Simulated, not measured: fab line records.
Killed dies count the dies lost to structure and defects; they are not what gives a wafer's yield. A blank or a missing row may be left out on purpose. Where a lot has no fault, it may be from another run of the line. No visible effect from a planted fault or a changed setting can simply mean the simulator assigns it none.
A single fault, viewed from 2 desks :: flow n5_finfet :: every desk sees just its own numbers, and what lay behind them comes last

## AT THE METROLOGY DESK
Means of the sampled wafers that have a number, per lot and without regard to the tool the lot ran on: this is what the gauges read. Any lot whose mean is over 4 standard deviations away from the usual mean is out of limits and marked OUT; that distance is given in the brackets.
Columns: A = M14_THK at N5_BEOL_M14_THK_MEAS_50, usual 576 nm; B = M14_RS at N5_BEOL_M14_RS_MEAS_54, usual 0.0331 ohm/sq
lot: L267
first seen here: day 12 19:50
A: 564
B: 0.0337

lot: L266
first seen here: day 13 03:59
A: 582
B: 0.0326

lot: L269
first seen here: day 13 15:22
A: 577
B: 0.0328

lot: L270
first seen here: day 13 16:36
A: 567
B: 0.0335

lot: L278
first seen here: day 15 23:45
A: 571
B: 0.0335

lot: L280
first seen here: day 16 12:52
A: 570
B: 0.0335

lot: L283
first seen here: day 17 02:21
A: 560
B: 0.0342
This desk's verdict: no lot among the 7 shows anything out of limits.

## THE TOOL OWNER'S DESK: pecvd-02
The tool's own readings at N5_BEOL_M14_DEP_53 (deposits SiCN from 3MS/NH3, target thk 50 nm, time 17.8 s): means of the sampled wafers that have a number, for each lot that ran on this tool. Any lot whose mean is over 4 standard deviations away from the usual mean is out of limits and marked OUT; that distance is given in the brackets.
Columns: A = showerhead_plenum_p_Torr at N5_BEOL_M14_DEP_53, usual 4.158 Torr; B = showerhead_vpp_V at N5_BEOL_M14_DEP_53, usual 1649 V; C = throttle_valve_pct at N5_BEOL_M14_DEP_53, usual 18.5 %
lot: L267
first seen here: day 12 19:53
A: 4.147
B: 1634
C: 17.6

lot: L269
first seen here: day 13 15:26
A: 4.136
B: 1654
C: 17.6

lot: L270
first seen here: day 13 16:40
A: 4.161
B: 1681
C: 17.6

lot: L278
first seen here: day 15 23:49
A: 4.145
B: 1648
C: 17.9
This desk's verdict: no lot among the 4 shows anything out of limits.

## ALL TOGETHER
At the metrology desk, nothing out of limits was observed.
The tool owner's desk saw nothing out of limits.

## WHAT THE SIMULATOR PUT IN
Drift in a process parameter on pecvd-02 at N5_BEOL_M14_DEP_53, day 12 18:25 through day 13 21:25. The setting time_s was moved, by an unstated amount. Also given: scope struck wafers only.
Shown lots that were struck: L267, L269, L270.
